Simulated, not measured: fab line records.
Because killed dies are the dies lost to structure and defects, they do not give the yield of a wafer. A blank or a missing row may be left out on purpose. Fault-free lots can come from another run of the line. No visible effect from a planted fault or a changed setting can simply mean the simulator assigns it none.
fab line records + flow nand_harc
record
- lots=7
- wafers=21
- last_day=34
route steps=1302 shown A_CONTACT@1053 END@1302
lots that met no fault: from a run of the same line without faults
start_h: start of the lot's first displayed wafer, in hours after the record's first day + wait_h: how many hours have passed since the lot's step before this one + " the same as in the row above + L1.1+2: one row covering several wafers at once + - no value, or no start was given + * or withheld: withheld + < > ~ a bound
route shown NAME@n: a module of which the file shows steps, and the number in the route of the first + usual: mean/standard deviation taken from wafers without a fault + same: alike in all rows + chamber/n: place in a boat + sites: each site's reading + _std_site: standard deviation of those values + _edge_site: mean of outer sites minus mean of inner sites + radius_mm: how far each site lies from the wafer's centre + mask NAME#n: copy n + behind: the last tool/chamber to shape the wafer + hold: why the lot was held/for how many hours/how that ended + device: transistor that didn't switch, given as n, p or np + end of line: the same wafers' tests at the end of the route + a step given without rows: its recipe and nothing more + killed: not the wafer's yield, but the dies lost to structure and defects at the first sort + map: dies across one wafer; x = killed, . = not, _ = none there
set.NAME: the setting the step ran with; set.NAME@STEP: the setting that earlier step ran with + model.NAME: the simulator's own value behind a step, which no gauge read
certain route steps with their lots: each step a table, each wafer a row
services: the hour from which a tool's chamber was out of use, counted from the record's first day as start_h (under 0 if before that day), plus the number of hours and why
## steps
# step NHARC_A_CONTACT_ETCH_130
# recipe
- source_w=withheld
- pressure_mtorr=20
- bias_v=3000
- time_s=197
- target_depth_a=19180
- ar_flow_sccm=withheld
- c4f8_flow_sccm=withheld
- o2_flow_sccm=withheld
- chemistry=C4F8/O2/Ar
# step NHARC_A_CONTACT_ETCH_131
# recipe
- source_w=withheld
- pressure_mtorr=20
- bias_v=3000
- time_s=197
- target_depth_a=19180
- ar_flow_sccm=withheld
- c4f8_flow_sccm=withheld
- o2_flow_sccm=withheld
- chemistry=C4F8/O2/Ar
| lot.wafer | tool            | chamber | start_h | wait_h | rf_hours_counter_h |
|-----------|-----------------|---------|---------|--------|--------------------|
| L644.1    | har_cap_etch-02 | 1       | 529.80  | 0.1    | 88                 |
| L644.4    | "               | 0       | "       | "      | -                  |
| L644.5    | "               | 0       | "       | "      | -                  |
| L654.2    | har_cap_etch-01 | 0       | 617.65  | 0.1    | 20                 |
| L654.3    | "               | 1       | "       | "      | -                  |
| L654.5    | "               | 1       | "       | "      | -                  |
| L652.3    | har_cap_etch-03 | 0       | 622.89  | 0.1    | -                  |
| L652.4    | "               | 1       | "       | "      | -                  |
| L652.6    | "               | 1       | "       | "      | -                  |
| L653.2    | har_cap_etch-02 | 1       | 625.11  | 0.1    | 103                |
| L653.1    | "               | 0       | "       | "      | 103                |
| L653.4    | "               | 0       | "       | "      | -                  |
| L662.2    | har_cap_etch-01 | 1       | 688.41  | 0.1    | 34                 |
| L662.1    | "               | 0       | "       | "      | 34                 |
| L662.5    | "               | 0       | "       | "      | -                  |
| L665.2    | har_cap_etch-03 | 1       | 739.57  | 0.1    | 86                 |
| L665.3    | "               | 0       | "       | "      | -                  |
| L665.5    | "               | 0       | "       | "      | -                  |
| L664.2    | har_cap_etch-01 | 1       | 743.16  | 0.1    | 42                 |
| L664.1    | "               | 0       | "       | "      | 42                 |
| L664.5    | "               | 1       | "       | "      | -                  |
# step NHARC_A_CONTACT_ETCH_132
# recipe
- source_w=withheld
- pressure_mtorr=20
- bias_v=3000
- time_s=197
- target_depth_a=19240
- ar_flow_sccm=withheld
- c4f8_flow_sccm=withheld
- o2_flow_sccm=withheld
- chemistry=C4F8/O2/Ar
# step NHARC_A_CONTACT_ETCH_133
# recipe
- source_w=withheld
- pressure_mtorr=20
- bias_v=400
- time_s=374
- target_depth_a=16100
- ar_flow_sccm=withheld
- c4f8_flow_sccm=11.5
- o2_flow_sccm=7.2
- chemistry=C4F8/O2/Ar
| lot.wafer | tool            | chamber | start_h | wait_h | rf_hours_counter_h |
|-----------|-----------------|---------|---------|--------|--------------------|
| L644.1    | har_cap_etch-02 | 1       | 530.20  | 0.2    | 88                 |
| L644.4    | "               | 0       | "       | "      | -                  |
| L644.5    | "               | 0       | "       | "      | -                  |
| L654.2    | har_cap_etch-01 | 0       | 618.04  | 0.2    | 20                 |
| L654.3    | "               | 1       | "       | "      | -                  |
| L654.5    | "               | 1       | "       | "      | -                  |
| L652.3    | har_cap_etch-03 | 0       | 623.32  | 0.2    | -                  |
| L652.4    | "               | 1       | "       | "      | -                  |
| L652.6    | "               | 1       | "       | "      | -                  |
| L653.2    | har_cap_etch-02 | 1       | 625.46  | 0.1    | 104                |
| L653.1    | "               | 0       | "       | "      | 104                |
| L653.4    | "               | 0       | "       | "      | -                  |
| L662.2    | har_cap_etch-01 | 1       | 688.77  | 0.1    | 35                 |
| L662.1    | "               | 0       | "       | "      | 35                 |
| L662.5    | "               | 0       | "       | "      | -                  |
| L665.2    | har_cap_etch-03 | 1       | 739.93  | 0.1    | 87                 |
| L665.3    | "               | 0       | "       | "      | -                  |
| L665.5    | "               | 0       | "       | "      | -                  |
| L664.2    | har_cap_etch-01 | 1       | 743.51  | 0.1    | 42                 |
| L664.1    | "               | 0       | "       | "      | 42                 |
| L664.5    | "               | 1       | "       | "      | -                  |
# step NHARC_A_CONTACT_ETCH_91
# recipe
- target_depth_a=400
- over_etch_frac=0.5
- time_s=85.7
- ion_energy_ev=120
- ch3f_flow_sccm=50
- o2_flow_sccm=30
- ar_flow_sccm=200
- rf_w=500
- bias_w=100
- chemistry=CH3F/O2
# usual
- drypump_motor_current_A=5.9/0.47
- oes_product_au=0.930/0.023
- rf_vpp_V=244.4/1.7
- showerhead_plenum_p_Torr=2.46/0.11
- throttle_valve_pct=20.663/0.0084
# same
- over_etch_frac=0.5
| lot.wafer | tool        | chamber | start_h | wait_h | drypump_motor_current_A | oes_product_au | rf_hours_counter_h | rf_vpp_V | showerhead_plenum_p_Torr | throttle_valve_pct |
|-----------|-------------|---------|---------|--------|-------------------------|----------------|--------------------|----------|--------------------------|--------------------|
| L644.4    | rie_diel-11 | 0       | 530.93  | 0.6    | 5.2                     | 0.914          | 10                 | 246.1    | 2.50                     | 20.657             |
| L644.1    | "           | 1       | "       | "      | 6.1                     | 0.909          | 8                  | 243.4    | 2.49                     | 20.668             |
| L644.5    | "           | 3       | "       | "      | 6.6                     | 0.934          | -                  | 244.8    | 2.59                     | 20.653             |
| L654.3    | rie_diel-11 | 3       | 618.76  | 0.6    | 6.6                     | 0.948          | 25                 | 247.3    | 2.59                     | 20.668             |
| L654.2    | "           | 1       | "       | "      | 6.1                     | 0.925          | 24                 | 245.0    | 2.49                     | 20.669             |
| L654.5    | "           | 0       | "       | "      | 5.2                     | 0.942          | -                  | 244.2    | 2.49                     | 20.659             |
| L652.4    | rie_diel-06 | 2       | 623.96  | 0.5    | 6.2                     | 0.915          | 43                 | 241.8    | 2.34                     | 20.654             |
| L652.3    | "           | 1       | "       | "      | 6.0                     | 0.935          | 39                 | 244.7    | 2.51                     | 20.679             |
| L652.6    | "           | 3       | "       | "      | 5.8                     | 0.933          | -                  | 245.7    | 2.62                     | 20.642             |
| L653.4    | rie_diel-11 | 1       | 626.24  | 0.5    | 6.1                     | 0.917          | 25                 | 243.5    | 2.49                     | 20.671             |
| L653.1    | "           | 3       | "       | "      | 6.6                     | 0.916          | 26                 | 245.8    | 2.59                     | 20.662             |
| L653.2    | "           | 0       | "       | "      | 5.2                     | 0.920          | 27                 | 244.2    | 2.49                     | 20.666             |
| L662.2    | rie_diel-11 | 0       | 689.56  | 0.7    | 5.1                     | 0.940          | 10                 | 244.1    | 2.49                     | 20.662             |
| L662.1    | "           | 1       | "       | "      | 6.1                     | 0.918          | 11                 | 244.8    | 2.48                     | 20.670             |
| L662.5    | "           | 0       | "       | "      | 5.2                     | 0.930          | -                  | 245.7    | 2.49                     | 20.653             |
| L665.2    | rie_diel-11 | 1       | 740.75  | 0.7    | 6.1                     | 0.912          | 18                 | 245.1    | 2.48                     | 20.670             |
| L665.3    | "           | 2       | "       | "      | 5.9                     | 0.926          | 15                 | 240.9    | 2.31                     | 20.673             |
| L665.5    | "           | 3       | "       | "      | 6.6                     | 0.907          | -                  | 246.3    | 2.58                     | 20.671             |
| L664.2    | rie_diel-04 | 1       | 744.32  | 0.7    | 6.0                     | 0.994          | 9                  | 242.1    | 2.32                     | 20.669             |
| L664.1    | "           | 2       | "       | "      | 6.1                     | 0.984          | 9                  | 240.2    | 2.30                     | 20.664             |
| L664.5    | "           | 0       | "       | "      | 5.7                     | 1.000          | -                  | 245.9    | 2.66                     | 20.661             |
# step NHARC_A_CONTACT_ETCH_97
# recipe
- target_depth_a=200
- over_etch_frac=0.5
- time_s=10
- ion_energy_ev=250
- c4f6_flow_sccm=25
- o2_flow_sccm=20
- ar_flow_sccm=500
- rf_w=600
- bias_w=500
- chemistry=C4F6/O2
# usual
- drypump_motor_current_A=5.9/0.46
- oes_product_au=0.948/0.019
- rf_vpp_V=547/3.7
- showerhead_plenum_p_Torr=3.92/0.17
- throttle_valve_pct=26.903/0.0095
# same
- over_etch_frac=0.5
| lot.wafer | tool        | chamber | start_h | wait_h | drypump_motor_current_A | oes_product_au | rf_hours_counter_h | rf_vpp_V | showerhead_plenum_p_Torr | throttle_valve_pct |
|-----------|-------------|---------|---------|--------|-------------------------|----------------|--------------------|----------|--------------------------|--------------------|
| L644.4    | rie_diel-11 | 0       | -       | -      | 5.2                     | 0.955          | 10                 | 549      | 3.98                     | 26.884             |
| L644.1    | "           | 2       | "       | "      | 5.9                     | 0.956          | 10                 | 543      | 3.72                     | 26.907             |
| L644.5    | "           | 0       | "       | "      | 5.2                     | 0.955          | -                  | 547      | 3.98                     | 26.912             |
| L654.3    | rie_diel-11 | 2       | -       | -      | 5.9                     | 0.948          | 24                 | 543      | 3.71                     | 26.917             |
| L654.2    | "           | 3       | "       | "      | 6.6                     | 0.970          | 25                 | 551      | 4.12                     | 26.915             |
| L654.5    | "           | 1       | "       | "      | 6.1                     | 0.932          | -                  | 547      | 3.97                     | 26.894             |
| L652.3    | rie_diel-06 | 1       | -       | -      | 6.1                     | 0.951          | 39                 | 548      | 4.00                     | 26.888             |
| L652.4    | "           | 3       | "       | "      | 5.8                     | 0.947          | 39                 | 553      | 4.17                     | 26.902             |
| L652.6    | "           | 1       | "       | "      | 6.0                     | 0.950          | -                  | 549      | 4.00                     | 26.892             |
| L653.4    | rie_diel-11 | 1       | -       | -      | 6.1                     | 0.939          | 25                 | 548      | 3.96                     | 26.889             |
| L653.1    | "           | 2       | "       | "      | 5.9                     | 0.958          | 25                 | 543      | 3.71                     | 26.910             |
| L653.2    | "           | 3       | "       | "      | 6.6                     | 0.945          | 26                 | 552      | 4.12                     | 26.893             |
| L662.1    | rie_diel-11 | 2       | -       | -      | 5.9                     | 0.947          | 10                 | 543      | 3.70                     | 26.895             |
| L662.2    | "           | 0       | "       | "      | 5.2                     | 0.948          | 10                 | 548      | 3.97                     | 26.902             |
| L662.5    | "           | 1       | "       | "      | 6.1                     | 0.938          | -                  | 547      | 3.96                     | 26.893             |
| L665.2    | rie_diel-11 | 3       | -       | -      | 6.6                     | 0.932          | 15                 | 552      | 4.10                     | 26.907             |
| L665.3    | "           | 0       | "       | "      | 5.2                     | 0.943          | 18                 | 548      | 3.96                     | 26.902             |
| L665.5    | "           | 3       | "       | "      | 6.6                     | 0.930          | -                  | 552      | 4.10                     | 26.916             |
| L664.1    | rie_diel-04 | 1       | -       | -      | 6.0                     | 1.001          | 9                  | 541      | 3.71                     | 26.916             |
| L664.2    | "           | 3       | "       | "      | 6.1                     | 0.992          | 11                 | 553      | 4.20                     | 26.898             |
| L664.5    | "           | 2       | "       | "      | 6.2                     | 0.989          | -                  | 542      | 3.68                     | 26.905             |
# step NHARC_A_CONTACT_CD_MEAS_80
# usual
- cd_nm=289.7/0.75
| lot.wafer | tool      | chamber | start_h | wait_h | cd_nm |
|-----------|-----------|---------|---------|--------|-------|
| L644.1    | cd_sem-02 | -       | 531.14  | -      | 290.5 |
| L644.4    | "         | -       | "       | "      | 291.0 |
| L644.5    | "         | -       | "       | "      | 291.1 |
| L654.2    | cd_sem-02 | -       | 618.98  | -      | 290.0 |
| L654.3    | "         | -       | "       | "      | 290.5 |
| L654.5    | "         | -       | "       | "      | 290.4 |
| L652.3    | cd_sem-01 | -       | 624.19  | -      | 289.3 |
| L652.4    | "         | -       | "       | "      | 289.0 |
| L652.6    | "         | -       | "       | "      | 289.1 |
| L653.1    | cd_sem-03 | -       | 626.46  | -      | 289.9 |
| L653.2    | "         | -       | "       | "      | 289.4 |
| L653.4    | "         | -       | "       | "      | 289.1 |
| L662.1    | cd_sem-01 | -       | 689.78  | -      | 287.8 |
| L662.2    | "         | -       | "       | "      | 288.9 |
| L662.5    | "         | -       | "       | "      | 287.7 |
| L665.2    | cd_sem-03 | -       | 740.94  | -      | 289.2 |
| L665.3    | "         | -       | "       | "      | 289.8 |
| L665.5    | "         | -       | "       | "      | 289.6 |
| L664.1    | cd_sem-01 | -       | 744.63  | -      | 289.6 |
| L664.2    | "         | -       | "       | "      | 289.5 |
| L664.5    | "         | -       | "       | "      | 289.4 |
# step NHARC_A_CONTACT_STRIP_103
# recipe
- n2_flow_sccm=150
- h2_flow_sccm=150
- ar_flow_sccm=0
- bias_w=0
- chemistry=N2/H2
# step NHARC_A_CONTACT_STRIP_104
# recipe
- cf4_flow_sccm=100
- chf3_flow_sccm=30
- ar_flow_sccm=0
- bias_w=0
- chemistry=CF4/CHF3
# step NHARC_A_CONTACT_STRIP_105
# recipe
- o2_flow_sccm=400
- cos_flow_sccm=20
- ar_flow_sccm=0
- bias_w=0
- chemistry=O2/COS
# step NHARC_A_CONTACT_ETCH_106
# recipe
- target_depth_a=900
- overetch_a=90
- time_s=49.5
- ion_energy_ev=100
- cf4_flow_sccm=80
- o2_flow_sccm=20
- ar_flow_sccm=0
- rf_w=300
- bias_w=100
- chemistry=CF4/O2
# step NHARC_A_CONTACT_STRIP_82
# recipe
- o2_flow_sccm=500
- ar_flow_sccm=0
- bias_w=0
- chemistry=O2
# step NHARC_A_CONTACT_STRIP_83
# recipe
- time_s=600
- temp_c=30
- chemistry=post_etch_residue_remover
# usual
- bath_heat_duty_pct=13.3/1.5
- run_length_s=602.8/1.2
| lot.wafer | tool         | chamber | start_h | wait_h | bath_heat_duty_pct | run_length_s |
|-----------|--------------|---------|---------|--------|--------------------|--------------|
| L644.5    | wet_bench-07 | 7       | 531.82  | -      | 14.5               | 602.6        |
| L644.1    | "            | 2       | "       | "      | 12.4               | 605.1        |
| L644.4    | "            | 3       | "       | "      | 14.3               | 604.8        |
| L654.2    | wet_bench-09 | 2       | 619.66  | -      | -                  | -            |
| L654.3    | "            | 3       | "       | "      | -                  | -            |
| L654.5    | "            | 7       | "       | "      | -                  | -            |
| L652.3    | wet_bench-09 | 3       | 625.36  | -      | -                  | -            |
| L652.6    | "            | 5       | "       | "      | -                  | -            |
| L652.4    | "            | 0       | "       | "      | -                  | -            |
| L653.1    | wet_bench-06 | 5       | 627.15  | -      | -                  | -            |
| L653.2    | "            | 7       | "       | "      | -                  | -            |
| L653.4    | "            | 1       | "       | "      | -                  | -            |
| L662.2    | wet_bench-06 | 1       | 690.46  | -      | 13.8               | 602.4        |
| L662.5    | "            | 2       | "       | "      | 14.1               | 603.2        |
| L662.1    | "            | 3       | "       | "      | 13.4               | 602.8        |
| L665.3    | wet_bench-06 | 7       | 741.62  | -      | 13.2               | 603.5        |
| L665.2    | "            | 0       | "       | "      | 13.3               | 601.1        |
| L665.5    | "            | 1       | "       | "      | 16.5               | 601.7        |
| L664.2    | wet_bench-09 | 1       | 745.33  | -      | 13.5               | 603.2        |
| L664.5    | "            | 5       | "       | "      | 11.4               | 601.8        |
| L664.1    | "            | 6       | "       | "      | 14.7               | 601.8        |
# step NHARC_A_CONTACT_DEP_84
# recipe
- target_thk_a=28000
- temp_c=400
- material=aC
# usual
- throttle_valve_pct=35.000/0.0084
| lot.wafer | tool       | chamber | start_h | wait_h | throttle_valve_pct |
|-----------|------------|---------|---------|--------|--------------------|
| L644.1    | acl_dep-01 | 0       | 532.69  | -      | 35.003             |
| L644.4    | "          | 0       | "       | "      | 35.002             |
| L644.5    | "          | 0       | "       | "      | 35.008             |
| L654.2    | acl_dep-01 | 0       | 624.94  | 5.3    | 34.986             |
| L654.3    | "          | 0       | "       | "      | 35.007             |
| L654.5    | "          | 0       | "       | "      | 34.992             |
| L652.3    | acl_dep-02 | 0       | 628.17  | 2.8    | 35.007             |
| L652.4    | "          | 0       | "       | "      | 34.995             |
| L652.6    | "          | 0       | "       | "      | 35.010             |
| L653.1    | acl_dep-02 | 0       | 629.30  | 2.1    | 34.980             |
| L653.2    | "          | 0       | "       | "      | 34.996             |
| L653.4    | "          | 0       | "       | "      | 34.997             |
| L662.1    | acl_dep-01 | 0       | 695.96  | -      | 35.008             |
| L662.2    | "          | 0       | "       | "      | 34.994             |
| L662.5    | "          | 0       | "       | "      | 35.002             |
| L665.2    | acl_dep-01 | 0       | 744.75  | -      | 35.005             |
| L665.3    | "          | 0       | "       | "      | 34.989             |
| L665.5    | "          | 0       | "       | "      | 34.998             |
| L664.1    | acl_dep-02 | 0       | 746.53  | -      | 34.997             |
| L664.2    | "          | 0       | "       | "      | 35.016             |
| L664.5    | "          | 0       | "       | "      | 35.014             |
# step NHARC_END_SORT_01
# recipe
- temp_c=25
# usual
- killed_at_array=58/20
- killed_at_other=0.8/1
- killed_at_periphery=4.6/2.8
- killed_dies=63/19
- killed_open=3.4/2
- killed_short=2.4/1.8
# same
- gross_dies=677
| lot.wafer | tool      | chamber | start_h | wait_h | killed_at_array | killed_at_other | killed_at_periphery | killed_dies | killed_open | killed_short |
|-----------|-----------|---------|---------|--------|-----------------|-----------------|---------------------|-------------|-------------|--------------|
| L664.5    | prober-02 | 0       | 804.81  | 3.7    | 79              | 2               | 9                   | 90          | 8           | 0            |
# killed by level:class
L664.5 A_SLIT:chamber_film_flake=35 A_CHANNEL_HOLE_D2:chamber_film_flake=15 A_CHANNEL_HOLE_D1:chamber_film_flake=12 A_WL_FILL:chamber_film_flake=7 P_BONDPAD:chamber_film_flake=5 A_CONTACT:geometric_particle:open=3 A_DECK1_JOINT:chamber_film_flake=3 A_STAIRCASE:chamber_film_flake=2
## services
| tool            | chamber | start_h | hours | kind   |
|-----------------|---------|---------|-------|--------|
| rie_diel-04     | 2       | 506.47  | 6.2   | repair |
| wet_bench-09    | -       | 515.72  | 15.4  | repair |
| rie_diel-11     | 1       | 522.40  | 4.4   | repair |
| rie_diel-06     | 0       | 524.67  | 9.9   | repair |
| rie_diel-04     | -       | 532.18  | 9.0   | pm     |
| wet_bench-09    | -       | 539.73  | 1.0   | repair |
| wet_bench-06    | -       | 545.60  | 8.0   | pm     |
| acl_dep-01      | -       | 548.63  | 13.0  | pm     |
| rie_diel-06     | 1       | 551.05  | 2.3   | repair |
| rie_diel-11     | 1       | 553.53  | 7.1   | repair |
| rie_diel-06     | 0       | 565.19  | 10.4  | repair |
| rie_diel-06     | 2       | 589.06  | 6.9   | repair |
| acl_dep-02      | -       | 608.33  | 13.0  | pm     |
| rie_diel-06     | 1       | 611.16  | 8.6   | repair |
| har_cap_etch-01 | -       | 613.18  | 0.6   | repair |
| har_cap_etch-02 | -       | 614.61  | 1.6   | repair |
| rie_diel-04     | 2       | 633.68  | 5.4   | repair |
| rie_diel-11     | -       | 646.03  | 9.0   | pm     |
| wet_bench-09    | -       | 652.95  | 0.6   | repair |
| wet_bench-09    | -       | 690.31  | 9.1   | repair |
| wet_bench-09    | -       | 707.09  | 8.0   | pm     |
| wet_bench-06    | -       | 721.60  | 8.0   | pm     |
| har_cap_etch-01 | -       | 722.72  | 5.7   | repair |
| acl_dep-01      | -       | 731.46  | 13.0  | pm     |
## key
first_sign
- step=NHARC_A_CONTACT_STRIP_83
- reading=tool_record
- direction=missing
effect none on later readings
met_at NHARC_A_CONTACT_STRIP_83
struck_wafers L652.3,L652.4,L652.6,L653.1,L653.2,L653.4,L654.2,L654.3,L654.5
tester_left_out L652,L653,L654
fault
- kind=skipped_step_whole
- tool=wet_bench-06,wet_bench-09
- chamber=-
- onset_h=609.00
- steps=NHARC_A_CONTACT_STRIP_83
- scope=struck_lots_only
# tester_left_out: of these lots the tester's yield and bins aren't shown, on N5 and GAA mostly nor the transistor test; their killed dies are dies lost to structure and defects alone, not to doping, threshold or leakage, so they don't give the yield
